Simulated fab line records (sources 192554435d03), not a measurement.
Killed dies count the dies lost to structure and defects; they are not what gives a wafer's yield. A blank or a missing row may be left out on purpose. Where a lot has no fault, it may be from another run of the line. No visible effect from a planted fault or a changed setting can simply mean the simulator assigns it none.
Struck lot and sound lot, side by side    flow n5 finfet    18 steps out of a route of 1938
Sound: the wafers L917.2, L917.4, L917.6. Struck: wafers L909.3, L909.4, L909.6. The cause comes at the end.
For every step that has rows: the tool of each side, followed by ch and its chambers, followed by its first start. Under that, the readings that differ: sound wafers    struck wafers    difference of the means    sigmas: that difference in standard deviations of wafers without a fault.
alike: readings with means less than 2 such deviations apart, plus words and numbers identical on both sides. not compared: withheld readings, readings lacking a value on some wafer, bounds such as >300 that could conceal the same value, and numbers that have no deviation in the record and whose values overlap.
Wherever a step has rows on one side only, a row that says differs or no value, or a row with sigmas, the two part there. When numbers do not overlap yet have no deviation, they are printed without sigmas and do not part them. A reading that every wafer of one side lacks parts them only if that side has two wafers or more.

first, 1 step without rows for these wafers: N5_STI_FIN_REVEAL_SRD_21 (time 30 s).
N5_STI_FIN_REVEAL_OXIDATION_33: chemistry O2 PLASMA REMOTE, time 20 s.
  sound on plasma asher-01 ch 0, day 7 09:40; struck on plasma asher-02 ch 0,1, day 5 08:40
  alike: drypump motor current A, heater power w
  not compared: rf hours counter h
then, 2 steps without rows for these wafers: N5_STI_FIN_REVEAL_CLEAN_19 (cleans in O3/DIW, time 120 s); N5_STI_FIN_REVEAL_SRD_23 (time 30 s).
N5_STI_FIN_REVEAL_CD_MEAS_22: target cd 6.238 nm, pitch 28 nm.
  sound on cd sem-01 at day 7 09:50; struck on cd sem-03 at day 5 08:49
  alike: cd nm
N5_STI_FIN_REVEAL_FIN_H_MEAS_10:
  sound on ocd-02 at day 7 09:52; struck on ocd-02 at day 5 08:51
  alike: trench depth nm
then, 2 steps without rows for these wafers: N5_STI_FIN_REVEAL_PRECLEAN_18 (cleans in SC2, time 45 s); N5_STI_FIN_REVEAL_SRD_28 (time 30 s).
N5_STI_FIN_REVEAL_INSPECT_13: inspects for defects (darkfield).
  sound on defect inspect-01 at day 7 09:57; struck on defect inspect-02 at day 5 08:56
  alike: raw defect count
then, 2 steps without rows for these wafers: N5_DUMMY_GATE_PRECLEAN_00 (cleans in O3/DIW, time 60 s); N5_DUMMY_GATE_SRD_01 (time 30 s).
N5_DUMMY_GATE_ALD_02: deposits SiO2, target thk 2 nm, pulse time 1 s.
  sound on ald sin-03 ch 0,3, day 7 10:03; struck on ald sin-04 ch 0,3, day 5 09:02
  alike: heater power w, precursor pulse height rel
N5_DUMMY_GATE_CVD_03: deposits a-Si from SiH4, target thk 150 nm, time 8042 s.
  sound on lpcvd-02 ch 0/45,0/54,0/64, day 7 10:09; struck on lpcvd-01 ch 0/50,0/54,0/64, day 5 09:08
reading                                      sound            struck        difference  sigmas
model.a-Si_of_DUMMY_GATE_CVD_03.thk nm (nm)  148.6 150 150.4  78.8 78.8 78  -71.1       
then, 2 steps without rows for these wafers: N5_DUMMY_GATE_PRECLEAN_46 (cleans in DIW, time 89.5 s); N5_DUMMY_GATE_SRD_47 (dry time 32 s).
N5_DUMMY_GATE_CMP_04: polishes a-Si.
  sound on cmp-04 ch 0,3, day 7 13:54; struck on cmp-04 ch 1,2,3, day 5 12:55
reading                 sound           struck       difference  sigmas
time to endpoint s (s)  15.3 18.5 16.9  1.1 0.7 0.0  -16.3       -6
  alike: motor current A
N5_BEOL_M4_RC_MEAS_101:
  the record has rows for the sound wafers here (prober-01 ch 0, day 13 10:06) and none for the struck ones
following that, these wafers have no rows for 1 step: N5_PASSIVATION_PROBE_49.

== WHERE THEY PART ==
At N5_DUMMY_GATE_CMP_04 first; at N5_BEOL_M4_RC_MEAS_101 last (within this record only).

WHY: what the simulator had put in
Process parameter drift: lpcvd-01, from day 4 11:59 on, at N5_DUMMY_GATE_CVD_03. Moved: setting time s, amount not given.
